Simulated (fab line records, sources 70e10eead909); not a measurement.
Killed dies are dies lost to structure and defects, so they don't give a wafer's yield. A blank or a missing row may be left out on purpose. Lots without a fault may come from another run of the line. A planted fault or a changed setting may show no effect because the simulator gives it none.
fab line records | flow nand_harc
record lots=13 wafers=39 last_day=24
route steps=1159 shown P_M0@268 END@1159
lots that met no fault: from a run of the same line without faults
start_h: hours from the record's first day to the start of the lot's first wafer shown | wait_h: hours since the lot's step before | " the same as in the row above | L1.1+2: a row that stands for several wafers | - no value, or no start given | * or withheld: withheld | < > ~ a bound
route shown NAME@n: a module of which the file shows steps, and the number in the route of the first | usual: mean/standard deviation of fault-free wafers | same: alike in all rows | chamber/n: place in a boat | sites: the reading at each site | _std_site: their standard deviation | _edge_site: outer sites' mean less inner sites' | radius_mm: how far each site lies from the wafer's centre | mask NAME#n: copy n | behind: the tool/chamber that last shaped the wafer | hold: why the lot was held/for how many hours/how that ended | device: the transistor (n, p or np) that didn't switch | end of line: the same wafers' tests at the end of the route | a step without rows: its recipe alone | killed: dies lost to structure and defects at the first sort, not the wafer's yield | map: a wafer's dies, x killed, . not, _ none there
set.NAME: the setting as run; set.NAME@STEP: as run at that earlier step | model.NAME: the simulator's own value behind a step, which no gauge read
steps of the route over a sample of lots; a table a step, a row a wafer
services: from which hour (start_h, from the record's first day; less than 0 if before it) a tool's chamber was out of use, for how many hours, and why
## steps
# step NHARC_P_M0_ETCH_15
# recipe target_depth_a=1500 overetch_a=150 time_s=82.5 c4f8_flow_sccm=withheld ar_flow_sccm=400 rf_w=600 bias_w=300 chemistry=C4F8/Ar
# usual oes_product_au=0.956/0.021 rf_vpp_V=441.4/2.3
# columns lot.wafer tool chamber start_h wait_h oes_product_au rf_hours_counter_h rf_vpp_V
L629.2 rie_diel-06 2 - - 0.954 3 438.3
L629.6 " 2 " " 0.962 - 438.4
L629.5 " 3 " " 0.970 - 442.9
L630.4 rie_diel-13 2 - - 0.975 2 440.1
L630.2 " 3 " " 0.967 1 442.6
L630.3 " 0 " " 0.943 2 441.3
L631.3 rie_diel-13 3 - - 0.966 1 441.1
L631.4 " 0 " " 0.944 2 441.6
L631.6 " 3 " " 0.975 - 441.8
L632.4 rie_diel-13 2 - - 0.957 2 441.3
L632.3 " 3 " " 0.974 2 442.4
L632.5 " 3 " " 0.961 - 442.7
L633.2 rie_diel-06 1 - - 0.963 5 440.3
L633.6 " 2 " " 0.943 - 439.7
L633.5 " 3 " " 0.959 - 441.3
L634.2 rie_diel-01 2 - - 0.963 1 435.9
L634.3 " 0 " " 0.989 1 438.5
L634.4 " 1 " " 0.952 1 442.8
L641.3 rie_diel-06 2 - - 0.958 10 440.4
L641.1 " 3 " " 0.976 10 443.8
L641.2 " 0 " " 0.953 10 442.7
L644.3 rie_diel-13 1 - - 0.929 9 444.2
L644.1 " 3 " " 0.928 7 442.3
L644.6 " 2 " " 0.939 - 439.8
L645.3 rie_diel-06 3 - - 0.973 11 442.0
L645.1 " 0 " " 0.976 11 444.4
L645.6 " 2 " " 0.959 - 440.6
L647.1 rie_diel-13 3 - - 0.932 8 441.7
L647.4 " 1 " " 0.934 10 444.1
L647.2 " 2 " " 0.925 10 440.6
L648.1 rie_diel-06 2 - - 0.943 11 439.1
L648.4 " 0 " " 0.967 12 444.0
L648.5 " 1 " " 0.978 - 440.3
L649.2 rie_diel-13 1 - - 0.918 11 443.4
L649.1 " 3 " " 0.932 9 441.1
L649.6 " 0 " " 0.905 - 440.8
L650.2 rie_diel-01 1 - - 0.918 8 444.5
L650.3 " 3 " " 0.910 7 444.3
L650.6 " 2 " " 0.927 - 436.6
# step NHARC_P_M0_DEGAS_28
# recipe temp_c=250 time_s=60
# usual heater_power_w=309/24
# columns lot.wafer tool chamber start_h wait_h heater_power_w
L629.2 pvd_sputter-02 - 127.41 - 354
L629.5 " - " " 337
L629.6 " - " " 312
L630.3 pvd_sputter-01 - 137.84 - 272
L630.4 " - " " 312
L630.2 " - " " 292
L631.3 pvd_sputter-02 - 138.40 - 350
L631.4 " - " " 339
L631.6 " - " " 309
L632.3 pvd_sputter-02 - 145.61 - 341
L632.4 " - " " 353
L632.5 " - " " 311
L633.2 pvd_sputter-01 - 152.64 - 303
L633.5 " - " " 309
L633.6 " - " " 301
L634.2 pvd_sputter-02 - 163.00 - 299
L634.4 " - " " 288
L634.3 " - " " 338
L641.3 pvd_sputter-01 - 219.33 - 297
L641.1 " - " " 321
L641.2 " - " " 310
L644.1 pvd_sputter-01 - 220.12 - 295
L644.3 " - " " 285
L644.6 " - " " 295
L645.3 pvd_sputter-02 - 228.72 - 318
L645.1 " - " " 340
L645.6 " - " " 282
L647.2 pvd_sputter-01 - 232.63 - 297
L647.1 " - " " 312
L647.4 " - " " 308
L648.4 pvd_sputter-01 - 240.01 - 280
L648.1 " - " " 294
L648.5 " - " " 304
L649.1 pvd_sputter-03 - 246.50 - 314
L649.2 " - " " 340
L649.6 " - " " 329
L650.2 pvd_sputter-02 - 248.61 - 326
L650.3 " - " " 343
L650.6 " - " " 351
# step NHARC_P_M0_PVD_20
# recipe target_thk_a=50 bias_v=168.6 power_w=15000 chamber_pressure_pa=0.12 time_s=8.06 substrate_temp_c=50 material=TaN
# usual throttle_valve_pct=30.3/0.82
# columns lot.wafer tool chamber start_h wait_h throttle_valve_pct
L629.2 pvd_sputter-02 - 127.53 - 30.5
L629.6 " - " " 31.3
L629.5 " - " " 30.2
L630.2 pvd_sputter-01 - 137.95 - 29.7
L630.4 " - " " 31.0
L630.3 " - " " 28.8
L631.4 pvd_sputter-02 - 138.52 - 30.3
L631.3 " - " " 31.3
L631.6 " - " " 30.4
L632.3 pvd_sputter-02 - 145.72 - 30.5
L632.4 " - " " 30.5
L632.5 " - " " 30.1
L633.2 pvd_sputter-01 - 152.74 - 28.8
L633.6 " - " " 28.9
L633.5 " - " " 29.5
L633.2 pvd_sputter-01 - 153.12 - 29.0
L633.6 " - " " 28.8
L633.5 " - " " 29.8
L634.3 pvd_sputter-02 - 163.12 - 30.8
L634.4 " - " " 31.1
L634.2 " - " " 30.1
L634.3 pvd_sputter-02 - 163.38 - 30.6
L634.4 " - " " 31.2
L634.2 " - " " 30.5
L641.2 pvd_sputter-01 - 219.66 - 30.7
L641.3 " - " " 30.1
L641.1 " - " " 29.3
L641.2 pvd_sputter-01 - 220.00 - 30.5
L641.3 " - " " 30.0
L641.1 " - " " 29.3
L644.3 pvd_sputter-01 - 220.25 - 29.8
L644.1 " - " " 30.6
L644.6 " - " " 30.0
L645.1 pvd_sputter-02 - 228.96 - 29.9
L645.3 " - " " 31.1
L645.6 " - " " 29.8
L647.4 pvd_sputter-01 - 232.74 - 29.4
L647.2 " - " " 30.6
L647.1 " - " " 30.9
L648.1 pvd_sputter-01 - 240.11 - 31.4
L648.4 " - " " 29.9
L648.5 " - " " 29.8
L649.2 pvd_sputter-03 - 246.62 - 29.2
L649.1 " - " " 28.5
L649.6 " - " " 31.2
L650.2 pvd_sputter-02 - 248.73 - 31.1
L650.3 " - " " 30.1
L650.6 " - " " 30.9
# step NHARC_P_M0_INSPECT_27
# usual raw_defect_count=339/140
# columns lot.wafer tool chamber start_h wait_h raw_defect_count
L629.2 defect_inspect-01 - 128.96 0.0 354
L629.5 " - " " 413
L629.6 " - " " 263
L630.2 defect_inspect-01 - 139.40 0.0 132
L630.3 " - " " 115
L630.4 " - " " 106
L631.3 defect_inspect-02 - 139.95 0.0 578
L631.4 " - " " 463
L631.6 " - " " 535
L632.3 defect_inspect-01 - 147.22 0.0 347
L632.4 " - " " 364
L632.5 " - " " 525
L633.2 defect_inspect-01 - 154.59 0.0 356
L633.5 " - " " 238
L633.6 " - " " 259
L634.2 defect_inspect-01 - 164.92 0.0 233
L634.3 " - " " 344
L634.4 " - " " 391
L641.1 defect_inspect-01 - 221.50 0.0 289
L641.2 " - " " 237
L641.3 " - " " 290
L644.1 defect_inspect-01 - 221.69 0.0 214
L644.3 " - " " 214
L644.6 " - " " 220
L645.1 defect_inspect-01 - 230.69 0.0 340
L645.3 " - " " 273
L645.6 " - " " 214
L647.1 defect_inspect-01 - 234.19 0.0 323
L647.2 " - " " 433
L647.4 " - " " 439
L648.1 defect_inspect-02 - 241.55 0.0 583
L648.4 " - " " 407
L648.5 " - " " 445
L649.1 defect_inspect-01 - 248.10 0.0 232
L649.2 " - " " 213
L649.6 " - " " 335
L650.2 defect_inspect-02 - 250.17 0.0 673
L650.3 " - " " 238
L650.6 " - " " 256
# step NHARC_END_SORT_01
# recipe temp_c=25
# usual defect_limited_yield=95.1/1.6 killed_at_array=29/11 killed_at_other=0.6/1 killed_at_periphery=3.1/2.1 killed_dies=33/11 killed_open=3.1/1.9 killed_short=1.9/1.5 sort_bin_2_pct=1.5/0.66 sort_bin_3_pct=0.29/0.23 sort_bin_4_pct=3.1/0.98 sort_n_pass=644/11 sort_rim_yield_pct=96.9/2.3 sort_yield_pct=95.1/1.6
# same gross_dies=677 sort_bin_5_pct[%]=0 sort_bin_6_pct[%]=0 sort_bin_7_pct[%]=0 sort_bin_8_pct[%]=0 sort_rim_n_gross=106.00
# columns lot.wafer tool chamber start_h wait_h defect_limited_yield[%] killed_at_array killed_at_other killed_at_periphery killed_dies killed_open killed_short sort_bin_2_pct[%] sort_bin_3_pct[%] sort_bin_4_pct[%] sort_n_pass sort_rim_yield_pct[%] sort_yield_pct[%]
L629.2 prober-01 0 447.92 2.8 95.1 28 2 3 33 3 1 1.5 0.15 3.2 644 95.3 95.1
L629.5 prober-01 0 450.30 3.7 95.1 28 1 4 33 4 2 2.1 0.30 2.5 644 93.4 95.1
L629.6 prober-01 0 451.09 4.0 95.9 26 0 2 28 1 3 1.0 0.15 3.0 649 98.1 95.9
L631.3 prober-02 0 451.21 3.1 95.0 31 1 2 34 4 2 1.6 0.59 2.8 643 98.1 95.0
L631.4 prober-02 0 452.01 3.4 95.7 27 1 1 29 3 1 1.2 0.44 2.7 648 92.5 95.7
L631.6 prober-02 0 453.61 4.0 94.4 37 0 1 38 4 6 1.3 0.15 4.1 639 98.1 94.4
L630.2 prober-01 0 455.72 2.8 97.9 12 1 1 14 2 0 0.9 0 1.2 663 95.3 97.9
L630.3 prober-01 0 456.51 3.1 97.8 15 0 0 15 0 2 0.9 0.15 1.2 662 100.0 97.8
L630.4 prober-01 0 457.31 3.4 96.5 23 1 0 24 5 1 1.3 0.59 1.6 653 98.1 96.5
L633.2 prober-01 0 472.30 2.9 95.4 30 0 1 31 1 3 0.6 0.15 3.8 646 97.2 95.4
L633.5 prober-01 0 474.75 3.8 95.7 27 0 2 29 3 2 1.3 0.59 2.4 648 99.1 95.7
L633.6 prober-01 0 475.57 4.1 95.7 26 1 2 29 0 1 1.5 0.30 2.5 648 96.2 95.7
L632.3 prober-02 0 473.02 3.1 96.2 22 0 4 26 3 1 1.0 0.44 2.4 651 97.2 96.2
L632.4 prober-02 0 473.82 3.4 96.8 19 0 3 22 3 1 1.0 0 2.2 655 100.0 96.8
L632.5 prober-02 0 474.61 3.7 95.4 25 0 6 31 3 2 2.1 0 2.5 646 95.3 95.4
L634.2 prober-02 0 495.00 2.8 96.5 22 0 2 24 3 1 1.3 0.15 2.1 653 97.2 96.5
L634.3 prober-02 0 495.80 3.1 95.3 28 0 4 32 5 1 0.6 0.30 3.8 645 100.0 95.3
L634.4 prober-02 0 496.61 3.4 96.3 22 0 3 25 5 2 1.6 0.15 1.9 652 99.1 96.3
L644.1 prober-02 0 531.35 2.6 96.5 20 0 4 24 1 1 1.2 0.15 2.2 653 95.3 96.5
L644.3 prober-02 0 532.96 3.1 95.9 24 1 3 28 5 0 1.8 0.30 2.1 649 95.3 95.9
L644.6 prober-02 0 535.36 4.0 94.8 32 0 3 35 3 2 1.8 0.74 2.7 642 100.0 94.8
L641.1 prober-01 0 538.40 2.5 92.8 48 1 0 49 2 0 2.4 0.44 4.4 628 97.2 92.8
L641.2 prober-01 0 539.20 2.8 94.2 36 0 3 39 1 1 1.5 0.59 3.7 638 97.2 94.2
L641.3 prober-01 0 540.00 3.1 93.4 45 0 0 45 3 1 2.5 0.44 3.7 632 95.3 93.4
L645.1 prober-01 0 553.93 2.5 93.8 38 2 2 42 2 1 2.1 0.30 3.8 635 93.4 93.8
L645.3 prober-01 0 555.50 3.1 93.1 40 0 7 47 5 1 2.2 0.44 4.3 630 100.0 93.1
L645.6 prober-01 0 557.87 3.9 92.2 49 2 2 53 2 1 2.5 0.44 4.9 624 97.2 92.2
L647.1 prober-02 0 556.77 2.5 94.7 34 0 2 36 1 1 1.8 0.44 3.1 641 93.4 94.7
L647.2 prober-02 0 557.58 2.8 94.8 34 0 1 35 3 1 1.6 0 3.5 642 98.1 94.8
L647.4 prober-02 0 559.21 3.4 94.1 39 0 1 40 2 2 1.6 0.15 4.1 637 93.4 94.1
L648.1 prober-01 0 572.93 2.5 94.1 35 0 5 40 3 1 2.2 0.15 3.5 637 95.3 94.1
L648.4 prober-01 0 575.34 3.4 93.6 41 1 1 43 3 0 2.5 0.15 3.7 634 96.2 93.6
L648.5 prober-01 0 576.14 3.7 94.2 34 0 5 39 2 4 2.4 0.44 3.0 638 98.1 94.2
L649.1 prober-02 0 572.95 2.5 91.9 50 0 5 55 5 2 2.8 0.74 4.6 622 89.6 91.9
L649.2 prober-02 0 573.75 2.8 94.1 36 2 2 40 5 3 1.6 0.44 3.8 637 98.1 94.1
L649.6 prober-02 0 576.95 4.0 95.0 33 1 0 34 3 1 1.9 0.74 2.4 643 98.1 95.0
L650.2 prober-01 0 581.59 2.8 96.9 14 0 7 21 3 1 0.7 0.15 2.2 656 96.2 96.9
L650.3 prober-01 0 582.38 3.1 96.3 19 0 6 25 2 0 0.6 0.15 3.0 652 98.1 96.3
L650.6 prober-01 0 584.77 4.0 96.0 20 1 6 27 5 2 0.7 0.44 2.8 650 97.2 96.0
# killed by level:class
L629.2 A_CHANNEL_HOLE_D1:chamber_film_flake=11 A_SLIT:chamber_film_flake=5 A_CONTACT:chamber_film_flake=5 P_BONDPAD:chamber_film_flake=2 A_CHANNEL_FILL_D1:chamber_film_flake=2 THIN_TSV:chamber_film_flake=2 A_CHANNEL_FILL_D1:geometric_particle:open=1 A_WL_FILL:geometric_particle:short=1
L629.5 A_CHANNEL_HOLE_D1:chamber_film_flake=9 A_SLIT:chamber_film_flake=8 A_CONTACT:chamber_film_flake=3 P_STI:chamber_film_flake=2 P_GATE:geometric_particle:open=1 A_ONON_D1:geometric_particle:short=1 A_SGD_CUT:geometric_particle:open=1 A_CONTACT:geometric_particle:open=1
L629.6 A_CHANNEL_HOLE_D1:chamber_film_flake=9 A_SLIT:chamber_film_flake=7 A_CONTACT:chamber_film_flake=4 P_M0:geometric_particle:open=1 A_CHANNEL_FILL_D1:geometric_particle:short=1 A_WL_FILL:geometric_particle:short=1 A_M0:geometric_particle:short=1 P_ZERO_WELL:chamber_film_flake=1
L631.3 A_CHANNEL_HOLE_D1:chamber_film_flake=18 A_CONTACT:chamber_film_flake=5 A_CHANNEL_FILL_D1:chamber_film_flake=3 P_STI:geometric_particle:short=1 P_M0:geometric_particle:open=1 A_ONON_D1:geometric_particle:short=1 A_ONON_D1:geometric_particle:open=1 A_BLC:geometric_particle:open=1
L631.4 A_CHANNEL_HOLE_D1:chamber_film_flake=7 A_CONTACT:chamber_film_flake=7 A_CHANNEL_FILL_D1:chamber_film_flake=6 A_CONTACT:geometric_particle:open=2 P_M0:geometric_particle:open=1 A_SGD_CUT:geometric_particle:short=1 A_STAIRCASE:chamber_film_flake=1 A_SGD_CUT:chamber_film_flake=1
L631.6 A_CHANNEL_HOLE_D1:chamber_film_flake=16 A_CHANNEL_FILL_D1:chamber_film_flake=6 A_CONTACT:chamber_film_flake=3 A_ONON_D1:geometric_particle:short=2 P_CONTACT:geometric_particle:open=1 A_SOURCE_PLATE:geometric_particle:short=1 A_ONON_D1:geometric_particle:open=1 A_CHANNEL_FILL_D1:geometric_particle:open=1
L630.2 A_CHANNEL_HOLE_D1:chamber_film_flake=7 A_CHANNEL_FILL_D1:geometric_particle:open=1 A_M0:geometric_particle:open=1 P_CONTACT:chamber_film_flake=1 A_ZERO_WELL:chamber_film_flake=1 A_SLIT:chamber_film_flake=1 A_CONTACT:chamber_film_flake=1 THIN_TSV:chamber_film_flake=1
L630.3 A_CHANNEL_HOLE_D1:chamber_film_flake=9 A_CONTACT:chamber_film_flake=4 A_CONTACT:geometric_particle:short=1 A_M1:geometric_particle:short=1
L630.4 A_CHANNEL_HOLE_D1:chamber_film_flake=9 A_CONTACT:chamber_film_flake=5 A_ONON_D1:geometric_particle:open=3 A_ZERO_WELL:chamber_film_flake=3 A_SOURCE_PLATE:geometric_particle:open=1 A_SLIT:geometric_particle:short=1 A_BLC:geometric_particle:open=1 THIN_TSV:chamber_film_flake=1
L633.2 A_SLIT:chamber_film_flake=12 A_CHANNEL_HOLE_D1:chamber_film_flake=6 A_CONTACT:chamber_film_flake=5 A_M0:chamber_film_flake=2 A_SOURCE_PLATE:geometric_particle:short=1 A_CHANNEL_FILL_D1:geometric_particle:short=1 A_CONTACT:geometric_particle:open=1 A_CONTACT:geometric_particle:short=1
L632.3 A_SLIT:chamber_film_flake=11 P_ZERO_WELL:chamber_film_flake=2 A_CONTACT:chamber_film_flake=2 A_CHANNEL_HOLE_D1:chamber_film_flake=2 A_CHANNEL_FILL_D1:chamber_film_flake=2 A_SOURCE_PLATE:geometric_particle:open=1 A_CONTACT:geometric_particle:short=1 A_CONTACT:geometric_particle:open=1
L632.4 A_SLIT:chamber_film_flake=10 A_CONTACT:chamber_film_flake=4 P_CONTACT:chamber_film_flake=2 A_ONON_D1:geometric_particle:short=1 A_BLC:geometric_particle:open=1 A_M0:geometric_particle:open=1 A_BONDPAD:geometric_particle:open=1 P_STI:chamber_film_flake=1
L632.5 A_SLIT:chamber_film_flake=14 P_STI:chamber_film_flake=3 A_CHANNEL_HOLE_D1:chamber_film_flake=3 A_CONTACT:geometric_particle:open=2 P_ZERO_WELL:chamber_film_flake=2 A_CONTACT:chamber_film_flake=2 P_M0:geometric_particle:open=1 A_ONON_D1:geometric_particle:short=1
L633.5 A_SLIT:chamber_film_flake=12 A_CONTACT:chamber_film_flake=4 A_CHANNEL_FILL_D1:geometric_particle:open=2 A_WL_FILL:geometric_particle:short=2 P_ZERO_WELL:chamber_film_flake=2 A_STAIRCASE:chamber_film_flake=2 A_CHANNEL_HOLE_D1:chamber_film_flake=2 A_M0:chamber_film_flake=2
L633.6 A_SLIT:chamber_film_flake=15 A_CHANNEL_HOLE_D1:chamber_film_flake=7 A_CONTACT:chamber_film_flake=3 P_M0:geometric_particle:short=1 P_BONDPAD:chamber_film_flake=1 A_WL_FILL:chamber_film_flake=1 THIN_TSV:chamber_film_flake=1
L634.2 A_CHANNEL_HOLE_D1:chamber_film_flake=12 A_WL_FILL:chamber_film_flake=5 P_M0:geometric_particle:open=1 P_M1:geometric_particle:open=1 A_ONON_D1:geometric_particle:open=1 A_WL_FILL:geometric_particle:short=1 A_CHANNEL_FILL_D1:chamber_film_flake=1 A_STAIRCASE:chamber_film_flake=1
L634.3 A_CHANNEL_HOLE_D1:chamber_film_flake=20 A_STAIRCASE:chamber_film_flake=2 P_STI:geometric_particle:open=1 P_CONTACT:geometric_particle:short=1 P_CONTACT:geometric_particle:open=1 A_SOURCE_PLATE:geometric_particle:open=1 A_CHANNEL_HOLE_D1:geometric_particle:open=1 A_BLC:geometric_particle:open=1
L634.4 A_CHANNEL_HOLE_D1:chamber_film_flake=14 P_STI:geometric_particle:open=1 P_CONTACT:geometric_particle:open=1 A_ONON_D1:geometric_particle:open=1 A_ONON_D1:geometric_particle:short=1 A_CHANNEL_HOLE_D1:geometric_particle:short=1 A_SGD_CUT:geometric_particle:open=1 A_BLC:geometric_particle:open=1
L644.1 A_CHANNEL_HOLE_D1:chamber_film_flake=7 A_STAIRCASE:chamber_film_flake=6 A_WL_FILL:chamber_film_flake=3 P_ZERO_WELL:chamber_film_flake=2 A_CHANNEL_HOLE_D1:geometric_particle:open=1 A_WL_FILL:geometric_particle:short=1 P_STI:chamber_film_flake=1 P_GATE:chamber_film_flake=1
L644.3 A_CHANNEL_HOLE_D1:chamber_film_flake=8 A_CONTACT:chamber_film_flake=6 P_ZERO_WELL:chamber_film_flake=3 A_STAIRCASE:chamber_film_flake=2 A_SLIT:chamber_film_flake=2 A_ONON_D1:geometric_particle:open=1 A_CHANNEL_FILL_D1:geometric_particle:open=1 A_CONTACT:geometric_particle:open=1
L644.6 A_CHANNEL_HOLE_D1:chamber_film_flake=13 A_STAIRCASE:chamber_film_flake=10 A_CONTACT:chamber_film_flake=3 P_M0:geometric_particle:open=1 A_ONON_D1:geometric_particle:short=1 A_SGD_CUT:geometric_particle:open=1 A_WL_FILL:geometric_particle:short=1 A_WL_FILL:geometric_particle:open=1
L641.1 A_SLIT:chamber_film_flake=23 A_CHANNEL_HOLE_D1:chamber_film_flake=14 A_BLC:chamber_film_flake=4 A_STAIRCASE:chamber_film_flake=3 A_CONTACT:chamber_film_flake=2 A_CONTACT:geometric_particle:open=1 STARTING-WAFER:geometric_particle:open=1 A_WL_FILL:chamber_film_flake=1
L641.2 A_CHANNEL_HOLE_D1:chamber_film_flake=18 A_SLIT:chamber_film_flake=12 A_CONTACT:chamber_film_flake=4 A_BLC:chamber_film_flake=2 P_CONTACT:geometric_particle:short=1 P_M1:geometric_particle:open=1 P_ZERO_WELL:chamber_film_flake=1
L641.3 A_CHANNEL_HOLE_D1:chamber_film_flake=18 A_CONTACT:chamber_film_flake=9 A_SLIT:chamber_film_flake=7 A_STAIRCASE:chamber_film_flake=4 A_CHANNEL_FILL_D1:geometric_particle:open=2 A_BLC:chamber_film_flake=2 A_CHANNEL_HOLE_D1:geometric_particle:short=1 A_CONTACT:geometric_particle:open=1
L645.1 A_CHANNEL_HOLE_D1:chamber_film_flake=15 A_SLIT:chamber_film_flake=13 A_STAIRCASE:chamber_film_flake=4 A_CONTACT:geometric_particle:open=2 A_M0:chamber_film_flake=2 THIN_TSV:chamber_film_flake=2 A_SLIT:geometric_particle:short=1 P_STI:chamber_film_flake=1
L645.3 A_CHANNEL_HOLE_D1:chamber_film_flake=19 A_SLIT:chamber_film_flake=13 A_CONTACT:chamber_film_flake=5 P_ZERO_WELL:chamber_film_flake=2 P_M0:geometric_particle:open=2 A_STAIRCASE:chamber_film_flake=2 P_CONTACT:geometric_particle:open=1 P_CONTACT:geometric_particle:short=1
L647.1 A_CHANNEL_HOLE_D1:chamber_film_flake=12 A_SLIT:chamber_film_flake=9 A_CONTACT:chamber_film_flake=8 A_STAIRCASE:chamber_film_flake=2 P_M1:geometric_particle:short=1 A_CONTACT:geometric_particle:open=1 P_GATE:chamber_film_flake=1 A_WL_FILL:chamber_film_flake=1
L647.2 A_CHANNEL_HOLE_D1:chamber_film_flake=14 A_SLIT:chamber_film_flake=14 A_CONTACT:geometric_particle:open=3 A_CONTACT:chamber_film_flake=2 A_CONTACT:geometric_particle:short=1 P_GATE:chamber_film_flake=1
L645.6 A_CHANNEL_HOLE_D1:chamber_film_flake=21 A_SLIT:chamber_film_flake=19 A_STAIRCASE:chamber_film_flake=5 A_CONTACT:chamber_film_flake=2 THIN_TSV:chamber_film_flake=2 P_CONTACT:geometric_particle:open=1 A_CHANNEL_FILL_D1:geometric_particle:short=1 A_M0:geometric_particle:open=1
L647.4 A_SLIT:chamber_film_flake=22 A_CHANNEL_HOLE_D1:chamber_film_flake=7 A_CONTACT:chamber_film_flake=4 A_WL_FILL:chamber_film_flake=3 P_M0:geometric_particle:open=1 A_ONON_D1:geometric_particle:open=1 A_CHANNEL_HOLE_D1:geometric_particle:short=1 A_BLC:geometric_particle:short=1
L648.1 A_CHANNEL_HOLE_D1:chamber_film_flake=22 A_CONTACT:chamber_film_flake=5 P_M1:chamber_film_flake=4 A_STAIRCASE:chamber_film_flake=2 A_SGD_CUT:chamber_film_flake=2 P_CONTACT:geometric_particle:open=1 A_CHANNEL_FILL_D1:geometric_particle:short=1 A_CHANNEL_FILL_D1:geometric_particle:open=1
L649.1 A_SLIT:chamber_film_flake=22 A_STAIRCASE:chamber_film_flake=9 A_CONTACT:chamber_film_flake=9 A_CHANNEL_HOLE_D1:chamber_film_flake=7 P_M0:geometric_particle:open=2 P_CONTACT:geometric_particle:open=1 P_M1:geometric_particle:open=1 A_ONON_D1:geometric_particle:short=1
L649.2 A_SLIT:chamber_film_flake=16 A_CHANNEL_HOLE_D1:chamber_film_flake=7 A_CONTACT:chamber_film_flake=5 A_M0:geometric_particle:open=2 P_M0:geometric_particle:open=1 A_ONON_D1:geometric_particle:short=1 A_ONON_D1:geometric_particle:open=1 A_CHANNEL_FILL_D1:geometric_particle:short=1
L648.4 A_CHANNEL_HOLE_D1:chamber_film_flake=25 A_CONTACT:chamber_film_flake=7 A_SGD_CUT:chamber_film_flake=4 A_CONTACT:geometric_particle:open=2 A_STAIRCASE:geometric_particle:open=1 P_M1:chamber_film_flake=1 A_ZERO_WELL:chamber_film_flake=1 A_STAIRCASE:chamber_film_flake=1
L648.5 A_CHANNEL_HOLE_D1:chamber_film_flake=17 A_CONTACT:chamber_film_flake=9 A_SGD_CUT:chamber_film_flake=3 P_GATE:geometric_particle:short=1 P_CONTACT:geometric_particle:short=1 P_CONTACT:geometric_particle:open=1 A_ONON_D1:geometric_particle:short=1 A_CHANNEL_FILL_D1:geometric_particle:open=1
L649.6 A_SLIT:chamber_film_flake=14 A_CHANNEL_HOLE_D1:chamber_film_flake=7 A_STAIRCASE:chamber_film_flake=4 A_CONTACT:chamber_film_flake=4 A_ONON_D1:geometric_particle:open=1 A_SGD_CUT:geometric_particle:short=1 A_M0:geometric_particle:open=1 STARTING-WAFER:geometric_particle:open=1
L650.2 A_CHANNEL_HOLE_D1:chamber_film_flake=7 A_CONTACT:chamber_film_flake=4 P_ZERO_WELL:chamber_film_flake=3 P_STI:chamber_film_flake=2 P_M0:geometric_particle:short=1 A_CHANNEL_FILL_D1:geometric_particle:open=1 A_WL_FILL:geometric_particle:open=1 A_CONTACT:geometric_particle:open=1
L650.3 A_CHANNEL_HOLE_D1:chamber_film_flake=10 A_CONTACT:chamber_film_flake=4 P_STI:chamber_film_flake=3 A_STAIRCASE:chamber_film_flake=3 P_ZERO_WELL:chamber_film_flake=2 A_SGD_CUT:geometric_particle:open=1 A_M0:geometric_particle:open=1 P_GATE:chamber_film_flake=1
L650.6 A_CHANNEL_HOLE_D1:chamber_film_flake=7 A_CONTACT:chamber_film_flake=7 P_STI:chamber_film_flake=2 A_STAIRCASE:chamber_film_flake=2 P_GATE:geometric_particle:open=1 P_CONTACT:geometric_particle:open=1 P_M0:geometric_particle:open=1 A_ONON_D1:geometric_particle:short=1
## services
# columns tool chamber start_h hours kind
pvd_sputter-03 - 104.63 0.5 repair
rie_diel-13 0 108.23 - clean
rie_diel-13 1 108.23 - clean
rie_diel-13 2 108.23 - clean
rie_diel-13 3 108.23 - clean
rie_diel-01 3 110.92 4.1 repair
pvd_sputter-01 - 121.60 3.0 repair
rie_diel-01 1 127.68 7.2 repair
rie_diel-13 0 132.73 - clean
rie_diel-13 1 132.73 - clean
rie_diel-13 2 132.73 - clean
rie_diel-13 3 132.73 - clean
rie_diel-01 - 137.80 9.0 pm
rie_diel-13 2 144.91 2.9 repair
pvd_sputter-01 - 149.57 1.4 repair
pvd_sputter-02 - 152.70 2.4 repair
rie_diel-13 0 157.23 - clean
rie_diel-13 1 157.23 - clean
rie_diel-13 2 157.23 - clean
pvd_sputter-01 - 158.00 10.0 pm
pvd_sputter-03 - 171.17 48.7 repair
pvd_sputter-01 - 173.37 2.2 repair
pvd_sputter-02 - 214.00 10.0 pm
rie_diel-06 - 241.20 9.0 pm
## key
first_sign step=NHARC_P_M0_PVD_20 reading=visit direction=added
effect none on later readings
met_at NHARC_P_M0_PVD_20
struck_lots L633,L634,L641
not_acting_at NHARC_P_M0_ETCH_15,NHARC_P_M0_DEGAS_28,NHARC_P_M0_INSPECT_27
fault kind=repeated_step_whole tool=pvd_sputter-01,pvd_sputter-02,pvd_sputter-03 chamber=- onset_h=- steps=NHARC_P_M0_PVD_20 times=1 scope=struck_lots_only
